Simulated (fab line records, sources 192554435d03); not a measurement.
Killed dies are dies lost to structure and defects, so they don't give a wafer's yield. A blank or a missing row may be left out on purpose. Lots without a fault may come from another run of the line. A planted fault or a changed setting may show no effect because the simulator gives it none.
fab line records | flow n5_finfet
record lots=9 wafers=27 last_day=17
route steps=1938 shown DUMMY_GATE@251 SD_EPI_N@270 BEOL_M4@1111 PASSIVATION@1936
lots that met no fault: from a run of the same line without faults
start_h: hours from the record's first day to the start of the lot's first wafer shown | wait_h: hours since the lot's step before | " the same as in the row above | L1.1+2: a row that stands for several wafers | - no value, or no start given | * or withheld: withheld | < > ~ a bound
route shown NAME@n: a module of which the file shows steps, and the number in the route of the first | usual: mean/standard deviation of fault-free wafers | same: alike in all rows | chamber/n: place in a boat | sites: the reading at each site | _std_site: their standard deviation | _edge_site: outer sites' mean less inner sites' | radius_mm: how far each site lies from the wafer's centre | mask NAME#n: copy n | behind: the tool/chamber that last shaped the wafer | hold: why the lot was held/for how many hours/how that ended | device: the transistor (n, p or np) that didn't switch | end of line: the same wafers' tests at the end of the route | a step without rows: its recipe alone | killed: dies lost to structure and defects at the first sort, not the wafer's yield | map: a wafer's dies, x killed, . not, _ none there
set.NAME: the setting as run; set.NAME@STEP: as run at that earlier step | model.NAME: the simulator's own value behind a step, which no gauge read
steps of the route over a sample of lots; a table a step, a row a wafer
services: from which hour (start_h, from the record's first day; less than 0 if before it) a tool's chamber was out of use, for how many hours, and why
## steps
# step N5_DUMMY_GATE_STRIP_48
# recipe chemistry=N2/H2 time_s=20 power_w=100 temp_c=40 pressure_mtorr=100 rf_frequency_hz=6e+07 bias_power_w=3 n2_flow_sccm=300 h2_flow_sccm=300
# usual drypump_motor_current_A=5.9/0.38 oes_product_au=0.73/0.04 rf_vpp_V=45.3/0.84 showerhead_plenum_p_Torr=3.32/0.12 throttle_valve_pct=12.36/0.22
# columns lot.wafer tool chamber start_h wait_h drypump_motor_current_A oes_product_au rf_hours_counter_h rf_vpp_V showerhead_plenum_p_Torr throttle_valve_pct
L223.1 rie_diel-06 2 47.90 0.0 5.6 0.82 105 45.3 3.15 12.24
L223.2 " 1 " " 5.2 0.73 190 44.2 3.35 12.12
L223.3 " 0 " " 5.7 0.78 123 44.7 3.41 12.42
L225.3 rie_diel-01 3 62.85 0.0 5.6 0.73 158 45.4 3.50 12.36
L225.4 " 2 " " 5.3 0.69 232 46.5 3.32 12.50
L225.5 " 3 " " 5.6 0.73 - 44.6 3.50 12.34
L226.3 rie_diel-05 2 64.97 0.0 6.2 0.71 193 46.6 3.21 11.96
L226.5 " 3 " " 6.2 0.72 - 46.3 3.52 12.40
L226.6 " 0 " " 6.4 0.71 - 44.5 3.23 12.73
L227.2 rie_diel-01 1 70.63 0.0 6.1 0.74 177 44.8 3.34 12.38
L227.3 " 3 " " 5.7 0.73 160 44.6 3.49 12.35
L227.4 " 2 " " 5.3 0.69 234 43.9 3.32 12.51
L235.1 rie_diel-01 1 121.16 0.0 6.1 0.73 194 44.9 3.34 12.43
L235.2 " 3 " " 5.6 0.73 173 44.6 3.49 12.38
L235.4 " 2 " " 5.2 0.68 250 44.6 3.31 12.55
L238.1 rie_diel-05 0 137.01 0.0 6.5 0.70 234 43.7 3.21 12.78
L238.2 " 3 " " 6.1 0.69 197 45.3 3.50 12.46
L238.4 " 2 " " 6.2 0.69 214 44.6 3.20 12.02
L240.2 rie_diel-05 1 150.57 0.0 6.0 0.75 166 45.2 3.36 12.05
L240.3 " 2 " " 6.2 0.70 219 45.2 3.20 12.04
L240.5 " 1 " " 6.1 0.75 - 45.2 3.36 12.06
L241.2 rie_diel-05 1 159.86 0.0 6.1 0.75 169 44.6 3.36 12.10
L241.3 " 3 " " 6.2 0.70 204 46.1 3.50 12.51
L241.4 " 0 " " 6.4 0.69 240 45.3 3.21 12.79
L244.3 rie_diel-05 0 175.36 0.0 6.4 0.70 245 44.1 3.21 12.81
L244.4 " 3 " " 6.2 0.69 209 43.3 3.50 12.48
L244.5 " 2 " " 6.2 0.70 - 43.7 3.19 12.05
# step N5_SD_EPI_N_CD_MEAS_09
# recipe target_cd_nm=120 landing_energy_ev=500 detector=se_inlens
# usual cd_nm=120.1/0.61
# columns lot.wafer tool chamber start_h wait_h cd_nm
L223.1 cd_sem-01 0 49.09 - 119.2
L223.2 " 0 " " 119.8
L223.3 " 0 " " 119.8
L225.3 cd_sem-03 0 64.04 - 120.3
L225.4 " 0 " " 120.3
L225.5 " 0 " " 119.2
L226.3 cd_sem-02 0 66.17 - 120.2
L226.5 " 0 " " 119.8
L226.6 " 0 " " 120.7
L227.2 cd_sem-03 0 71.86 - 118.9
L227.3 " 0 " " 120.6
L227.4 " 0 " " 120.0
L235.1 cd_sem-01 0 122.35 - 122.5
L235.2 " 0 " " 123.0
L235.4 " 0 " " 123.1
L238.1 cd_sem-01 0 138.20 - 123.0
L238.2 " 0 " " 121.6
L238.4 " 0 " " 122.1
L240.2 cd_sem-03 0 151.76 - 119.7
L240.3 " 0 " " 119.3
L240.5 " 0 " " 120.2
L241.2 cd_sem-03 0 160.93 - 120.5
L241.3 " 0 " " 120.5
L241.4 " 0 " " 120.7
L244.3 cd_sem-02 0 176.84 - 119.4
L244.4 " 0 " " 119.4
L244.5 " 0 " " 119.6
# step N5_SD_EPI_N_OVL_MEAS_10
# recipe points_per_wafer=44
# usual SD_N_BLK_OVL=0.1/0.67
# columns lot.wafer tool chamber start_h wait_h SD_N_BLK_OVL[nm]
L223.1 overlay-01 0 49.12 0.0 -0.5
L223.2 " 0 " " -1.1
L223.3 " 0 " " -0.9
L225.3 overlay-01 0 64.07 0.0 -0.5
L225.4 " 0 " " -0.6
L225.5 " 0 " " -0.4
L226.3 overlay-01 0 66.19 0.0 1.4
L226.5 " 0 " " 0.7
L226.6 " 0 " " 1.0
L227.2 overlay-01 0 71.89 0.0 0.4
L227.3 " 0 " " 0.8
L227.4 " 0 " " 0.3
L235.1 overlay-02 0 122.38 0.0 0.5
L235.2 " 0 " " -0.7
L235.4 " 0 " " -1.0
L238.1 overlay-02 0 138.23 0.0 0.0
L238.2 " 0 " " -0.4
L238.4 " 0 " " 0.2
L240.2 overlay-01 0 151.79 0.0 0.0
L240.3 " 0 " " -0.7
L240.5 " 0 " " 0.0
L241.2 overlay-01 0 160.96 0.0 0.4
L241.3 " 0 " " -0.1
L241.4 " 0 " " 1.0
L244.3 overlay-02 0 176.87 0.0 0.9
L244.4 " 0 " " 0.0
L244.5 " 0 " " 0.7
# step N5_SD_EPI_N_ETCH_34
# recipe chemistry=CF4 target=SiARC target_depth_a=455 mask_material=CAR-ArF-block time_s=75.8 ion_energy_ev=80 pressure_mtorr=40 source_w=545 bias_w=36 Ar_flow_sccm=100 cf4_flow_sccm=100 ends=cleared
# usual drypump_motor_current_A=5.8/0.42 etch_rf_on_time_s=75.9/1.7 oes_product_au=0.68/0.083 rf_vpp_V=184.1/1.2 showerhead_plenum_p_Torr=2.14/0.069 throttle_valve_pct=15.57/0.2
# columns lot.wafer tool chamber start_h wait_h drypump_motor_current_A etch_rf_on_time_s oes_product_au rf_hours_counter_h rf_vpp_V showerhead_plenum_p_Torr throttle_valve_pct
L223.1 rie_diel-03 0 49.26 0.0 5.7 79.3 0.58 231 182.5 2.12 15.78
L223.2 " 1 " " 6.3 79.7 0.60 229 183.6 2.20 15.84
L223.3 " 2 " " 4.8 74.7 0.62 218 184.1 2.12 15.83
L225.3 rie_diel-02 3 64.33 0.0 6.3 77.8 0.62 166 185.2 2.22 15.34
L225.4 " 2 " " 5.9 75.1 0.67 124 181.4 2.06 15.55
L225.5 " 3 " " 6.3 77.6 0.62 - 184.8 2.22 15.36
L226.3 rie_diel-04 3 66.58 0.0 5.5 73.9 0.76 23 182.6 2.10 15.32
L226.5 " 1 " " 5.7 76.5 0.66 - 185.2 2.24 15.48
L226.6 " 0 " " 5.6 76.8 0.60 - 183.7 2.04 15.71
L227.2 rie_diel-03 0 71.98 0.0 5.8 78.6 0.58 235 184.1 2.12 15.81
L227.3 " 3 " " 6.1 76.9 0.79 14 185.0 2.18 15.46
L227.4 " 2 " " 4.8 74.9 0.61 227 183.8 2.12 15.84
L235.1 rie_diel-03 2 123.03 0.0 4.8 75.7 0.60 249 183.1 2.11 15.88
L235.2 " 3 " " 6.1 77.0 0.75 35 184.2 2.17 15.48
L235.4 " 3 " " 6.1 76.4 0.75 - 184.1 2.17 15.48
L238.1 rie_diel-03 2 138.33 0.0 4.8 74.9 0.60 259 182.8 2.11 15.90
L238.2 " 0 " " 5.8 79.3 0.56 265 184.7 2.11 15.86
L238.4 " 0 " " 5.8 78.6 0.57 - 183.0 2.11 15.86
L240.2 rie_diel-03 2 151.88 0.0 4.8 73.9 0.60 265 182.9 2.10 15.91
L240.3 " 3 " " 6.1 75.1 0.74 51 182.8 2.17 15.50
L240.5 " 1 " " 6.2 75.3 0.80 - 185.3 2.19 15.42
L241.2 rie_diel-03 1 161.05 0.0 6.3 76.6 0.79 10 184.6 2.19 15.42
L241.3 " 3 " " 6.1 76.3 0.72 55 183.8 2.17 15.51
L241.4 " 1 " " 6.2 77.0 0.78 - 184.7 2.19 15.42
L244.3 rie_diel-04 0 177.02 0.0 5.5 75.2 0.78 23 185.9 2.29 15.29
L244.4 " 1 " " 5.7 76.6 0.63 176 184.2 2.22 15.55
L244.5 " 1 " " 5.7 76.2 0.64 - 183.9 2.22 15.53
# step N5_BEOL_M4_RC_MEAS_101
# usual DIBL_N=36.0/1.7 DIBL_P=35.8/2 IOFF_N=0.15/0.03 IOFF_P=0.20/0.037 ION_N=670/12 ION_P=460/7.2 SS_N=71.5/0.68 SS_P=73.2/0.65 VT_N=250/3.1 VT_P=-251/3.4
# columns lot.wafer tool chamber start_h wait_h DIBL_N[mV/V] DIBL_P[mV/V] IOFF_N[nA/um] IOFF_P[nA/um] ION_N[uA/um] ION_P[uA/um] SS_N[mV/dec] SS_P[mV/dec] VT_N[mV] VT_P[mV]
L226.3 prober-02 0 177.73 0.3 38.8 39.1 0.20 0.28 671 463 72.0 74.1 246 -244
L226.5 " 0 " " 37.2 37.0 0.16 0.22 664 459 71.6 72.7 249 -247
L226.6 " 0 " " 36.9 35.8 0.14 0.21 667 460 72.1 73.2 250 -250
L223.1 prober-01 0 178.10 0.0 36.0 37.1 0.17 0.24 684 471 71.4 73.4 249 -247
L223.2 " 0 " " 37.1 37.0 0.18 0.23 682 464 71.3 73.3 248 -248
L223.3 " 0 " " 36.7 36.6 0.18 0.23 669 467 71.6 73.3 249 -247
L225.3 prober-01 0 180.80 0.3 34.3 33.3 0.12 0.16 668 456 71.9 72.0 251 -252
L225.4 " 0 " " 35.8 34.4 0.15 0.17 677 457 72.1 72.7 247 -253
L225.5 " 0 " " 36.6 34.3 0.15 0.16 646 440 72.3 72.8 252 -253
L227.2 prober-01 0 195.43 0.2 39.0 38.2 0.22 0.31 669 465 72.4 75.0 244 -240
L227.3 " 0 " " 39.3 38.9 0.23 0.33 663 463 72.1 74.9 244 -241
L227.4 " 0 " " 34.0 32.5 0.12 0.20 657 464 70.2 72.8 250 -246
L235.1 prober-02 0 237.96 0.0 34.8 35.7 0.13 0.19 672 462 71.4 73.5 251 -250
L235.2 " 0 " " 37.0 37.5 0.16 0.21 676 459 72.0 73.7 249 -248
L235.4 " 0 " " 32.8 32.3 0.10 0.14 658 451 71.4 71.9 255 -255
L241.2 prober-01 0 274.55 0.2 37.5 38.7 0.19 0.21 678 456 72.3 73.8 251 -252
L241.3 " 0 " " 34.2 34.3 0.12 0.15 670 455 71.8 73.0 255 -259
L241.4 " 0 " " 33.3 33.9 0.11 0.14 655 443 71.4 72.8 255 -259
L238.1 prober-01 0 281.65 0.0 35.4 35.2 0.14 0.20 676 469 71.5 73.1 252 -249
L238.2 " 0 " " 35.4 36.6 0.16 0.23 674 466 71.5 73.0 249 -247
L238.4 " 0 " " 34.2 32.8 0.12 0.17 670 457 71.4 72.7 251 -252
L240.2 prober-02 0 282.10 0.2 34.7 33.5 0.13 0.19 671 460 71.4 72.2 252 -249
L240.3 " 0 " " 36.5 35.0 0.15 0.22 647 448 72.0 72.6 251 -247
L240.5 " 0 " " 36.4 35.7 0.15 0.22 658 456 71.8 72.8 251 -247
L244.3 prober-01 0 298.28 0.3 37.4 37.8 0.17 0.21 682 463 72.0 74.5 251 -251
L244.4 " 0 " " 35.4 36.2 0.14 0.18 659 457 71.1 73.8 254 -253
L244.5 " 0 " " 34.9 35.6 0.13 0.17 657 461 71.0 73.4 253 -256
# step N5_PASSIVATION_PROBE_49
# usual defect_limited_yield=91.4/1.5 killed_at_M0_to_M3=32/9.8 killed_at_M4_up=15/5.6 killed_at_contacts=12/5.4 killed_at_front_end=40/13 killed_at_other=3.0/2.1 killed_dies=102/17 killed_on_rim=14/4.4 killed_open=67/13 killed_short=32/7.1 sort_bin_5_function=5.1/0.96 sort_bin_6_memory=3.2/0.7 sort_bin_8_speed=0.0/0.3 sort_n_pass=1078/18 sort_yield_pct=91.3/1.5
# same gross_dies=1180 killed_at_back_side=0 sort_bin_4_leakage[%]=0
# columns lot.wafer tool chamber start_h wait_h defect_limited_yield[%] killed_at_M0_to_M3 killed_at_M4_up killed_at_contacts killed_at_front_end killed_at_other killed_dies killed_on_rim killed_open killed_short sort_bin_5_function[%] sort_bin_6_memory[%] sort_bin_8_speed[%] sort_n_pass sort_yield_pct[%]
L238.1 prober-02 - 384.38 0.0 89.4 47 20 16 40 2 125 17 83 41 7.0 3.1 0 1055 89.4
L238.2 prober-02 - 384.43 0.1 90.2 35 7 19 52 3 116 11 77 28 5.6 3.2 0 1064 90.2
L238.4 prober-02 - 384.53 0.2 91.0 43 17 14 30 2 106 15 80 25 4.8 3.8 0 1074 91.0
# killed by level:class
L238.1 BEOL_M3:geometric_particle:open=15 MOL_CONTACT_COAG:geometric_particle:open=13 BEOL_M4:geometric_particle:open=12 BEOL_M0_SAQP:geometric_particle:short=9 STI_FIN_REVEAL:geometric_particle:open=8 BEOL_M2:geometric_particle:open=7 FIN_SAQP:geometric_particle:short=6 BEOL_M0:geometric_particle:open=6
L238.2 MOL_CONTACT_COAG:geometric_particle:open=17 BEOL_M2:geometric_particle:open=11 STI_FIN_REVEAL:geometric_particle:open=10 DUMMY_GATE:geometric_particle:open=10 HKMG_FIN:area_etch=9 BEOL_M1:geometric_particle:open=8 GATE_CUT:geometric_particle:short=6 BEOL_M3:geometric_particle:open=6
L238.4 STI_FIN_REVEAL:geometric_particle:open=13 MOL_CONTACT_COAG:geometric_particle:open=10 BEOL_M0_SAQP:geometric_particle:open=8 BEOL_M3:geometric_particle:open=8 BEOL_M1:geometric_particle:open=7 BEOL_M2:geometric_particle:open=7 DUMMY_GATE:geometric_particle:open=5 BEOL_M0:geometric_particle:open=5
## services
# columns tool chamber start_h hours kind
rie_diel-01 2 24.60 22.8 repair
rie_diel-02 - 34.89 0.7 repair
rie_diel-06 3 38.09 5.0 repair
rie_diel-02 1 56.93 4.6 repair
rie_diel-03 0 57.56 11.0 repair
rie_diel-04 2 58.03 14.0 repair
rie_diel-01 2 59.15 2.7 repair
rie_diel-06 - 75.90 0.5 repair
rie_diel-01 3 83.26 8.8 repair
rie_diel-02 0 91.45 11.1 repair
rie_diel-02 3 99.64 9.0 repair
rie_diel-06 0 101.16 4.5 repair
rie_diel-03 1 103.52 - clean
rie_diel-03 1 103.52 - consumable_replace:esc
rie_diel-03 1 103.52 - consumable_replace:focus_ring
rie_diel-03 1 103.52 35.4 scheduled_down
rie_diel-03 1 103.52 35.4 vent_cycle
rie_diel-02 3 117.67 8.6 repair
rie_diel-04 - 122.84 15.6 pm
rie_diel-01 3 123.80 3.1 repair
rie_diel-03 0 138.96 - clean
rie_diel-03 0 138.96 - consumable_replace:focus_ring
rie_diel-03 2 168.82 - clean
rie_diel-03 2 168.82 - consumable_replace:focus_ring
## key
first_sign step=N5_SD_EPI_N_CD_MEAS_09 reading=cd_nm direction=up sigmas=3.9 usual=120.1 struck=122.5
effect none on later readings
met_at N5_SD_EPI_N_CD_MEAS_09
struck_lots L235,L238
not_acting_at N5_DUMMY_GATE_STRIP_48,N5_SD_EPI_N_OVL_MEAS_10,N5_SD_EPI_N_ETCH_34
onset_between 49.09 122.35
fault kind=metrology_matching_offset tool=cd_sem-01 chamber=- onset_h=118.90 steps=N5_SD_EPI_N_CD_MEAS_09 param=cd_nm offset=2.5845
